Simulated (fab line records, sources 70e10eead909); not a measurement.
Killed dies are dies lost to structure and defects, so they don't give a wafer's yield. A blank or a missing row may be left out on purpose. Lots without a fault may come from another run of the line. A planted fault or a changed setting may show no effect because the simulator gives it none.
Which tool did it? | flow nand_harc | 14 lots, 42 wafers sampled, at 1 step of a route of 1159

WHAT THE GAUGES READ, wafer by wafer
NHARC_A_ONON_D1_THK_MEAS_08: measures by ellipsometry. Usual: thk_nm 1001 nm, standard deviation 8.5.
lot  | measured     | on            | thk_nm (nm)    | flag
L769 | day 7 13:22  | film_metro-01 | 990 989 989    |
L770 | day 8 01:16  | film_metro-02 | 1008 1008 1007 |
L773 | day 8 05:23  | film_metro-01 | 1018 1016 1016 |
L772 | day 8 05:26  | film_metro-02 | 993 993 994    |
L774 | day 9 06:24  | film_metro-02 | 1014 1013 1013 |
L775 | day 9 06:32  | film_metro-01 | 996 996 995    |
L778 | day 10 01:10 | film_metro-02 | 993 992 993    |
L777 | day 10 01:13 | film_metro-01 | 1007 1007 1007 |
L781 | day 10 19:30 | film_metro-01 | 989 989 988    |
L780 | day 10 19:30 | film_metro-02 | 1003 1003 1004 |
L783 | day 11 09:23 | film_metro-02 | 1001 1001 1003 |
L788 | day 12 02:07 | film_metro-02 | 992 992 993    |
L789 | day 12 16:26 | film_metro-02 | 1013 1012 1009 |
L792 | day 13 02:11 | film_metro-02 | 999 997 997    |

WHICH TOOL RAN EACH LOT (tool, then ch and the chambers of the sampled wafers, then the start)
The record holds no process step before these readings.

WHAT THE TOOLS THEMSELVES READ (means of the sampled wafers that have a number; where no wafer has one, the mark that the record gives instead)
The record holds no such reading with a usual standard deviation.

THE ANSWER, worked out from the rows above alone
Rule: a lot is off if the mean of its wafers that have a number lies more than 3 standard deviations from the usual mean. A lot without any number at a reading at which 4 lots or more have one is off too. The other lots that the step has rows for count as sound. The gauges are gone through in route order, then the tools' own readings, and for those a lot's mean is taken as printed above. The first step at which some lot is off is used, and at that step the reading that is off furthest; a lot without a number counts as furthest.
No lot is off at any reading shown: from this, nothing can be told.

WHAT THE SIMULATOR HAD PUT IN
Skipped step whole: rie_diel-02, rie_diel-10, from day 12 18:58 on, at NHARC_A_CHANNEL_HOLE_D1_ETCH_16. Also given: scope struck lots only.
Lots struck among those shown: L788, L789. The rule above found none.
